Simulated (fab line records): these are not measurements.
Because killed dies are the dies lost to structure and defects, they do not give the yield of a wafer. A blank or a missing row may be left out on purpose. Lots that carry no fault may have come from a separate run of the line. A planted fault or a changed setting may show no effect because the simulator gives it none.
Chamber matching ; flow n5_finfet ; N5_GATE_CUT_DESCUM_18 on rie_diel-01 has 4 sister chambers
The step chemistry O2, time 7 s. 18 wafers are shown with their chamber, then 9 later ones without.

== WAFERS PAIRED WITH THEIR CHAMBERS ==
wafer;chamber;showerhead_plenum_p_Torr (Torr);throttle_valve_pct (%);drypump_motor_current_A (A)
L074.1;2;2.07;20.55;5.6
L074.2;3;2.14;20.31;5.4
L074.6;2;2.07;20.56;5.6
L075.1;0;2.24;20.43;5.1
L075.4;3;2.14;20.32;5.4
L075.5;2;2.07;20.54;5.5
L078.3;3;2.14;20.31;5.4
L078.5;3;2.14;20.33;5.4
L078.6;1;2.24;19.95;6.0
L081.1;1;2.24;19.97;6.0
L081.3;0;2.23;20.44;5.0
L081.5;1;2.24;19.96;5.9
L084.2;0;2.23;20.45;5.1
L084.3;1;2.24;19.98;6.0
L084.6;1;2.23;19.98;5.9
L087.1;0;2.23;20.46;5.1
L087.3;3;2.13;20.35;5.4
L087.5;0;2.23;20.44;5.0

SIGNATURES (means of the wafers above)
reading;chamber 0;chamber 1;chamber 2;chamber 3;scatter within a chamber
showerhead_plenum_p_Torr;2.2320;2.2380;2.0700;2.1380;0.00414
throttle_valve_pct;20.4440;19.9680;20.5500;20.3240;0.0134
drypump_motor_current_A;5.060;5.960;5.567;5.400;0.0468
Rule: for each reading, subtract the chamber's mean from the wafer's reading, divide by that reading's scatter and square the result; add these up over the readings and take the root, which gives the wafer's distance from the chamber. The wafer belongs to the nearest chamber; if the next one is less than 2 further off, it can't be placed. The scatter: the root of (the sum of the squares of (reading less its chamber's mean) over the shown wafers, divided by (wafers less chambers)).

== WAFERS WHOSE CHAMBER IS MISSING ==
wafer;showerhead_plenum_p_Torr (Torr);throttle_valve_pct (%);drypump_motor_current_A (A)
L090.3;2.23;20.45;5.1
L090.5;2.06;20.57;5.6
L090.6;2.13;20.37;5.4
L091.2;2.13;20.36;5.4
L091.4;2.23;19.98;5.9
L091.5;2.13;20.38;5.4
L096.3;2.12;20.38;5.4
L096.4;2.22;20.50;5.1
L096.5;2.06;20.21;5.5

== EACH ONE'S CHAMBER ==
wafer;from the rows above;in truth
L090.3;0;0
L090.5;2;2
L090.6;3;3
L091.2;3;3
L091.4;1;1
L091.5;3;3
L096.3;3;3
L096.4;0;0
L096.5;3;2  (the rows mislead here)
Correct placement for 8 of the 9. From these rows, 0 cannot be placed. Wrongly placed: 1.
